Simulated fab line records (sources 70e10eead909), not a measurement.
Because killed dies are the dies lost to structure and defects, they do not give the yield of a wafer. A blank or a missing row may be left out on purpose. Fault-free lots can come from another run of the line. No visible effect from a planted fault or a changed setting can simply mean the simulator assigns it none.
Comparing a struck lot with a sound one    flow nand-harc    14 out of 1302 route steps
Sound: the wafers L806.2, L806.3, L806.6. Wafers L815.4, L815.5, L815.6 were the ones struck. Last of all comes the cause.
Order at every step that has rows: each side's tool, ch and its chambers, its first start. Under that, the readings that differ: sound wafers    struck wafers    difference of the means    sigmas: that difference in standard deviations of wafers without a fault.
alike: readings with means less than 2 such deviations apart, plus words and numbers identical on both sides. not compared: withheld readings, readings lacking a value on some wafer, bounds such as >300 that could conceal the same value, and numbers that have no deviation in the record and whose values overlap.
Wherever a step has rows on one side only, a row that says differs or no value, or a row with sigmas, the two part there. When numbers do not overlap yet have no deviation, they are printed without sigmas and do not part them. A reading missing from all wafers of one side parts the sides only when that side holds two or more wafers.

first, 4 steps without rows for these wafers: NHARC_A_STAIRCASE_EXPOSE_06 (exposes mask STAIR); NHARC_A_STAIRCASE_PEB_07 (peb time 130 s); NHARC_A_STAIRCASE_DEVELOP_08 (time 140 s); NHARC_A_STAIRCASE_HARDBAKE_10 (time 140 s).
NHARC_A_STAIRCASE_DESCUM_11: chemistry O2, time 3 s.
  sound on rie-diel-04 ch 1,3, day 17 08:59; struck on rie-diel-02 ch 2,3, day 21 20:08
  alike: drypump-motor-current-A, oes-product-au, rf-vpp-V, showerhead-plenum-p-Torr, throttle-valve-pct
  not compared: rf-hours-counter-h
NHARC_A_STAIRCASE_TRIM_12: chemistry O2, time 211.2 s.
  sound on rie-diel-04 ch 0,2, day 17 09:04; struck on rie-diel-02 ch 1,2,3, day 21 20:16
  alike: chamber-pressure-mTorr, drypump-motor-current-A, oes-product-au, rf-vpp-V, showerhead-plenum-p-Torr, throttle-valve-pct
  not compared: rf-hours-counter-h
NHARC_A_STAIRCASE_ETCH_13: etches the open film in C4F8/O2, target depth 100 nm, time 40.5 s.
  sound on rie-diel-04 ch 0,2; struck on rie-diel-02 ch 0,1,3
  alike: oes-product-au, rf-vpp-V
  not compared: rf-hours-counter-h
then, 3 steps without rows for these wafers: NHARC_A_STAIRCASE_TRIM_14 (chemistry O2, time 211.2 s); NHARC_A_STAIRCASE_ETCH_15 (etches the open film in C4F8/O2, target depth 100 nm, time 40.5 s); NHARC_A_STAIRCASE_TRIM_16 (chemistry O2, time 211.2 s).
NHARC_A_STAIRCASE_ETCH_17: etches the open film in C4F8/O2, target depth 100 nm, time 40.5 s.
  sound on rie-diel-04 ch 1,2,3; struck on rie-diel-02 ch 0,1,3
  alike: oes-product-au, rf-vpp-V
  not compared: rf-hours-counter-h
NHARC_A_STAIRCASE_TRIM_18: chemistry O2, time 211.2 s.
  sound on rie-diel-04 ch 1,3, day 17 09:46; struck on rie-diel-02 ch 0,1,3, day 21 21:29
  no value came back on the struck wafers for any of 7 readings (bias-w (W), chamber-pressure-mTorr (mTorr) and others); on the sound wafers bias-w (W) reads 0 0 0
  not compared: rf-hours-counter-h
NHARC_A_STAIRCASE_ETCH_19: etches the open film in C4F8/O2, target depth 100 nm, time 40.5 s.
  sound on rie-diel-04 ch 0,1,3; struck on rie-diel-02 ch 0,1,3
  alike: oes-product-au, rf-vpp-V
  not compared: rf-hours-counter-h
-- break in the record here, with 9 days between the starts of the struck wafers on either side (left off in module A_STAIRCASE, picked up again in module END, where the first step shown is number 1302 on the route) --
NHARC_END_SORT_01:
  sound on prober-02 ch 0, day 25 22:31; struck on prober-02 ch 0, day 31 08:59
reading          sound     struck       difference  sigmas
killed-at-array  68 71 63  671 675 666  +603        +30
killed-dies      76 78 68  677 677 677  +603        +32
  alike: killed-at-other, killed-at-periphery, killed-open, killed-short

WHERE THEY PART
Last at NHARC_END_SORT_01 as far as this record goes, first at NHARC_A_STAIRCASE_TRIM_18.

WHY: what the simulator had put in
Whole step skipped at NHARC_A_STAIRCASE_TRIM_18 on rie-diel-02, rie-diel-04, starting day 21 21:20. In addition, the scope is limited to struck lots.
